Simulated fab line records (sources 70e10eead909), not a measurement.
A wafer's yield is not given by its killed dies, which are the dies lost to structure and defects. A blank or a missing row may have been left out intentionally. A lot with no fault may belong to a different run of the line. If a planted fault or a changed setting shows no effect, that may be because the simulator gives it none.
fab line records	flow nand_harc
[record] lots = 12	wafers = 36	last_day = 24
route steps=1159 shown A_SLIT@799 A_WL_FILL@816 A_CONTACT@842
lots with no fault: from the same line, run without faults
start_h: hours from the record's opening day to when the first of the lot's shown wafers began	wait_h: how many hours have passed since the lot's step before this one	" same as the row above	L1.1+2: a row that stands for several wafers	- no value present, or no start provided	* or withheld: withheld	< > ~ a bound
route shown NAME@n: a module of which the file shows steps, and the number in the route of the first	usual: average and standard deviation across the fault-free wafers	same: alike in all rows	chamber/n: place in a boat	sites: per-site readings	_std_site: how widely they spread, as a standard deviation	_edge_site: mean of outer sites minus mean of inner sites	radius_mm: how far each site lies from the wafer's centre	mask NAME#n: copy n	behind: tool/chamber where the wafer was last shaped	hold: why the lot went on hold/how many hours it stayed there/how the hold came to an end	device: names the non-switching transistor (n, p or np)	end of line: the tests these same wafers got at the end of their route	step lacking rows: just its recipe	killed: dies that structure and defects cost at the first sort, which is not the same as the wafer's yield	map: per-die view of a wafer (x killed, . not killed, _ where there is no die)
set.NAME: the setting that was run; set.NAME@STEP: the one run at that earlier step	model.NAME: the simulator's own value behind a step, which no gauge read
the route's steps for a sample of lots (tables are steps, rows are wafers)
services: a tool's chamber out of use, with start hour (start_h, from the record's first day; less than 0 if before it), hours out, and reason
[[steps]]
[step NHARC_A_SLIT_ETCH_29]
[recipe] target_depth_a = 1000	overetch_a = 100	time_s = 55	ion_energy_ev = 100	cf4_flow_sccm = 80	o2_flow_sccm = 20	ar_flow_sccm = 0	rf_w = 300	bias_w = 100	chemistry = CF4/O2
[usual] drypump_motor_current_A = 5.6/0.64	oes_o_777_au = 1.000/0.0051	oes_product_au = 1.004/0.01	rf_vpp_V = 198.0/1.5	showerhead_plenum_p_Torr = 1.35/0.057	throttle_valve_pct = 13.397/0.01
lot.wafer	tool	chamber	start_h	wait_h	drypump_motor_current_A	oes_o_777_au	oes_product_au	rf_hours_counter_h	rf_vpp_V	showerhead_plenum_p_Torr	throttle_valve_pct
L653.4	rie_diel-05	2	319.94	0.1	4.6	0.994	1.022	9	198.8	1.44	13.391
L653.5	"	3	"	"	6.5	1.006	1.001	-	196.4	1.34	13.394
L653.6	"	0	"	"	6.1	0.995	1.009	-	198.8	1.35	13.393
L652.2	rie_diel-05	0	331.33	0.1	6.1	1.001	1.022	12	197.8	1.35	13.391
L652.1	"	2	"	"	4.6	0.990	1.007	10	199.9	1.44	13.398
L652.6	"	0	"	"	6.1	1.000	1.015	-	196.9	1.35	13.410
L655.2	rie_diel-12	0	343.26	0.1	6.1	1.003	0.994	9	195.6	1.29	13.399
L655.4	"	2	"	"	5.2	1.000	1.015	10	197.0	1.25	13.396
L655.5	"	3	"	"	5.2	0.994	1.003	-	199.6	1.33	13.399
L656.4	rie_diel-03	0	352.74	0.1	4.8	1.008	1.019	8	200.9	1.43	13.401
L656.6	"	1	"	"	5.4	0.995	0.993	-	199.3	1.35	13.400
L656.5	"	2	"	"	5.7	1.000	1.001	-	198.9	1.41	13.400
L659.4	rie_diel-05	0	358.08	0.1	6.1	0.992	0.994	0	198.9	1.35	13.379
L659.1	"	1	"	"	6.7	1.001	0.994	0	198.8	1.34	13.390
L659.2	"	3	"	"	6.5	0.995	0.987	0	197.5	1.34	13.400
L658.1	rie_diel-03	3	359.78	0.1	5.2	1.000	1.021	8	196.4	1.31	13.390
L658.3	"	0	"	"	4.8	1.008	1.016	9	199.0	1.43	13.410
L658.6	"	1	"	"	5.5	0.998	1.005	-	197.8	1.35	13.407
L663.3	rie_diel-05	3	388.59	0.1	6.5	1.012	1.013	2	197.8	1.34	13.394
L663.4	"	0	"	"	6.1	0.994	1.011	2	197.1	1.35	13.408
L663.5	"	1	"	"	6.7	1.003	0.991	-	197.2	1.34	13.405
L662.2	rie_diel-05	1	390.26	0.1	6.8	1.000	0.994	2	198.2	1.34	13.394
L662.1	"	0	"	"	6.1	1.011	0.993	2	197.3	1.35	13.396
L662.5	"	1	"	"	6.7	1.015	1.004	-	198.2	1.34	13.403
L671.4	rie_diel-12	3	436.52	0.1	5.2	0.996	1.004	4	196.8	1.33	13.400
L671.2	"	1	"	"	6.0	1.000	0.997	3	196.0	1.25	13.381
L671.5	"	0	"	"	6.1	1.003	0.988	-	195.5	1.29	13.410
L670.2	rie_diel-05	3	436.84	0.1	6.6	0.996	1.004	4	197.5	1.34	13.419
L670.3	"	0	"	"	6.1	1.000	1.000	4	197.7	1.35	13.374
L670.6	"	3	"	"	6.5	0.999	0.996	-	197.1	1.34	13.397
L673.4	rie_diel-12	0	449.42	0.1	6.1	1.006	0.999	4	197.5	1.29	13.395
L673.2	"	1	"	"	6.0	0.997	0.998	4	195.4	1.25	13.403
L673.5	"	0	"	"	6.1	1.001	0.990	-	195.9	1.29	13.397
L672.4	rie_diel-03	2	450.96	0.1	5.7	0.997	1.010	5	200.3	1.41	13.406
L672.1	"	3	"	"	5.3	0.998	1.023	5	197.7	1.31	13.391
L672.5	"	1	"	"	5.5	1.006	0.991	-	197.1	1.35	13.390
[step NHARC_A_WL_FILL_STRIP_27]
[recipe] power_w = 1500	temp_c = 250	time_s = 20	chemistry = N2/H2
[usual] drypump_motor_current_A = 5.7/0.61	heater_power_w = 373/31
lot.wafer	tool	chamber	start_h	wait_h	drypump_motor_current_A	heater_power_w	rf_hours_counter_h
L653.4	plasma_asher-01	1	334.86	0.2	4.8	407	-
L653.6	"	1	"	"	4.8	401	-
L653.5	"	0	"	"	5.8	374	-
L652.2	plasma_asher-01	0	345.10	0.1	5.8	385	18
L652.1	"	1	"	"	4.8	404	18
L652.6	"	0	"	"	5.8	382	-
L655.2	plasma_asher-02	0	357.28	0.2	6.5	347	56
L655.4	"	1	"	"	5.8	318	-
L655.5	"	0	"	"	6.6	357	-
L656.4	plasma_asher-01	0	369.64	1.2	5.8	374	-
L656.6	"	0	"	"	5.7	379	-
L656.5	"	1	"	"	4.8	408	-
L659.2	plasma_asher-01	0	378.03	0.1	5.7	379	35
L659.1	"	1	"	"	4.8	408	35
L659.4	"	1	"	"	4.8	419	-
L658.1	plasma_asher-02	1	380.85	0.1	5.8	324	5
L658.3	"	0	"	"	6.5	368	-
L658.6	"	0	"	"	6.6	358	-
L663.4	plasma_asher-02	0	409.19	0.1	6.5	368	-
L663.3	"	1	"	"	5.8	329	-
L663.5	"	0	"	"	6.5	367	-
L662.1	plasma_asher-01	0	411.50	0.1	5.8	373	45
L662.2	"	1	"	"	4.8	402	45
L662.5	"	0	"	"	5.8	383	-
L671.2	plasma_asher-01	0	452.30	0.1	5.8	372	60
L671.4	"	0	"	"	5.8	374	-
L671.5	"	1	"	"	4.8	417	-
L670.2	plasma_asher-02	1	452.45	0.1	5.8	330	27
L670.3	"	1	"	"	5.8	323	-
L670.6	"	1	"	"	5.9	323	-
L673.2	plasma_asher-02	0	463.71	0.1	6.5	366	33
L673.4	"	1	"	"	5.8	322	-
L673.5	"	1	"	"	5.8	327	-
L672.1	plasma_asher-01	0	466.40	0.1	5.8	377	1
L672.4	"	0	"	"	5.8	380	-
L672.5	"	0	"	"	5.8	367	-
[step NHARC_A_WL_FILL_ETCHBACK_26]
[recipe] target_depth_a = 520	time_s = 13.3	hbr_flow_sccm = 150	rf_w = 350	icp_w = 350	bias_w = 60	chemistry = HBr
[usual] drypump_motor_current_A = 5.8/0.58	oes_product_au = 1.003/0.0099	throttle_valve_pct = 23.267/0.0082
lot.wafer	tool	chamber	start_h	wait_h	drypump_motor_current_A	oes_product_au	rf_hours_counter_h	throttle_valve_pct
L653.4	rie_si-05	2	353.30	0.4	5.4	1.016	0.8	23.272
L653.5	"	1	"	"	6.6	0.996	-	23.267
L653.6	"	2	"	"	5.4	0.994	-	23.272
L652.2	rie_si-04	0	360.62	0.4	6.1	1.011	0.6	23.254
L652.1	"	2	"	"	5.8	1.017	0.6	23.264
L652.6	"	3	"	"	4.7	1.013	-	23.262
L655.4	rie_si-04	3	372.73	0.4	4.7	1.002	0.7	23.262
L655.2	"	0	"	"	6.1	1.003	0.7	23.272
L655.5	"	1	"	"	5.4	0.985	-	23.275
L656.4	rie_si-05	3	382.51	0.4	6.2	0.995	0.9	23.270
L656.6	"	2	"	"	5.4	1.007	-	23.271
L656.5	"	3	"	"	6.2	0.993	-	23.279
L658.1	rie_si-05	1	393.01	0.4	6.6	0.990	1.1	23.271
L658.3	"	0	"	"	6.4	1.004	0.7	23.260
L658.6	"	1	"	"	6.6	0.991	-	23.277
L659.2	rie_si-01	3	393.01	0.4	5.2	1.008	0.6	23.257
L659.1	"	1	"	"	5.3	0.979	0.5	23.276
L659.4	"	2	"	"	6.6	1.001	0.5	23.275
L662.1	rie_si-05	1	427.63	0.4	6.6	1.006	0.0	23.272
L662.2	"	2	"	"	5.3	0.997	0.1	23.269
L662.5	"	0	"	"	6.4	1.010	-	23.266
L663.4	rie_si-04	1	427.64	0.4	5.5	0.990	1.1	23.278
L663.3	"	2	"	"	5.8	1.023	0.9	23.256
L663.5	"	0	"	"	6.0	1.014	-	23.268
L670.2	rie_si-05	3	467.64	0.4	6.2	1.009	0.4	23.264
L670.3	"	2	"	"	5.5	0.998	0.4	23.257
L670.6	"	0	"	"	6.5	0.800	-	23.264
L671.2	rie_si-04	2	467.65	0.4	5.8	1.011	0.1	23.265
L671.4	"	1	"	"	5.4	0.996	0.1	23.257
L671.5	"	3	"	"	4.7	1.009	-	23.245
L673.2	rie_si-04	2	479.39	0.4	5.8	1.011	0.1	23.287
L673.4	"	0	"	"	6.0	1.020	0.1	23.269
L673.5	"	3	"	"	4.8	1.010	-	23.273
L672.1	rie_si-01	2	479.40	0.4	6.6	0.995	1.2	23.255
L672.4	"	0	"	"	5.5	0.983	1.3	23.273
L672.5	"	1	"	"	5.3	0.987	-	23.258
[step NHARC_A_CONTACT_DEP_28]
[recipe] target_thk_a = 36000	temp_c = 400	material = aC
[usual] throttle_valve_pct = 34.999/0.0085
lot.wafer	tool	chamber	start_h	wait_h	throttle_valve_pct
L653.4	acl_dep-01	0	363.75	1.2	34.999
L653.5	"	0	"	"	35.001
L653.6	"	0	"	"	34.975
L652.1	acl_dep-02	0	379.17	0.6	35.005
L652.2	"	0	"	"	35.009
L652.6	"	0	381.01	2.4	34.990
L655.2	acl_dep-01	0	389.18	2.5	35.001
L655.4	"	0	"	"	35.011
L655.5	"	0	"	"	35.000
L656.4	acl_dep-02	0	398.82	1.3	35.018
L656.5	"	0	"	"	34.993
L656.6	"	0	"	"	34.998
L658.1	acl_dep-01	0	406.46	0.6	35.008
L658.3	"	0	"	"	35.002
L658.6	"	0	408.30	2.5	35.010
L659.1	acl_dep-01	0	408.66	2.1	34.984
L659.2	"	0	"	"	35.003
L659.4	"	0	"	"	34.998
L663.3	acl_dep-01	0	435.26	1.0	34.988
L663.4	"	0	"	"	35.006
L663.5	"	0	"	"	34.989
L662.1	acl_dep-03	0	441.88	1.3	34.999
L662.2	"	0	"	"	35.017
L662.5	"	0	443.36	2.7	34.997
L670.2	acl_dep-03	0	479.48	4.8	35.002
L670.3	"	0	"	"	34.988
L670.6	"	0	480.95	6.3	34.989
L671.2	acl_dep-02	0	480.11	4.2	35.002
L671.4	"	0	"	"	34.999
L671.5	"	0	"	"	35.003
L672.1	acl_dep-02	0	486.87	0.8	34.995
L672.4	"	0	487.98	1.9	35.003
L672.5	"	0	"	"	34.995
L673.2	acl_dep-01	0	491.14	0.9	35.007
L673.4	"	0	"	"	34.998
L673.5	"	0	"	"	34.989
[[services]]
tool	chamber	start_h	hours	kind
rie_si-01	-	304.00	9.0	pm
rie_diel-05	2	308.34	3.2	repair
rie_si-05	0	327.97	8.6	repair
acl_dep-02	-	330.75	9.8	repair
rie_diel-05	-	346.94	9.0	pm
acl_dep-02	-	351.64	13.0	pm
rie_diel-03	2	359.51	8.3	repair
plasma_asher-02	-	360.66	9.0	pm
rie_diel-05	1	372.96	1.4	repair
rie_diel-12	-	379.56	9.0	pm
plasma_asher-02	-	381.34	1.2	repair
rie_diel-05	3	388.64	10.4	repair
rie_diel-03	-	392.30	9.0	pm
rie_si-01	0	401.57	2.1	repair
rie_diel-03	2	406.08	4.3	repair
rie_si-05	-	416.00	9.0	pm
rie_diel-03	1	426.45	22.9	repair
rie_diel-05	3	429.00	2.4	repair
rie_si-04	-	453.00	9.0	pm
plasma_asher-01	-	454.88	9.0	pm
rie_si-05	1	470.38	4.6	repair
acl_dep-01	-	473.67	13.0	pm
rie_si-04	-	475.26	0.6	repair
rie_diel-03	1	483.32	6.7	repair
[[key]]
[first_sign] step = NHARC_A_WL_FILL_ETCHBACK_26	reading = oes_product_au	direction = down	sigmas = 20	usual = 1.003	struck = 0.800
effect none on later readings
met_at NHARC_A_WL_FILL_ETCHBACK_26
struck_lots L670
struck_wafers L670.6
tester_left_out L670
not_acting_at NHARC_A_SLIT_ETCH_29,NHARC_A_WL_FILL_STRIP_27,NHARC_A_CONTACT_DEP_28
onset_between 427.63 467.64
[fault] kind = process_parameter_drift	tool = rie_si-05	chamber = 0	onset_h = 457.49	steps = NHARC_A_WL_FILL_ETCHBACK_26	channel = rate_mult	offset = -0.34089	shape = step
// tester_left_out: of these lots the tester's yield and bins aren't shown, on N5 and GAA mostly nor the transistor test; their killed dies are dies lost to structure and defects alone, not to doping, threshold or leakage, so they don't give the yield
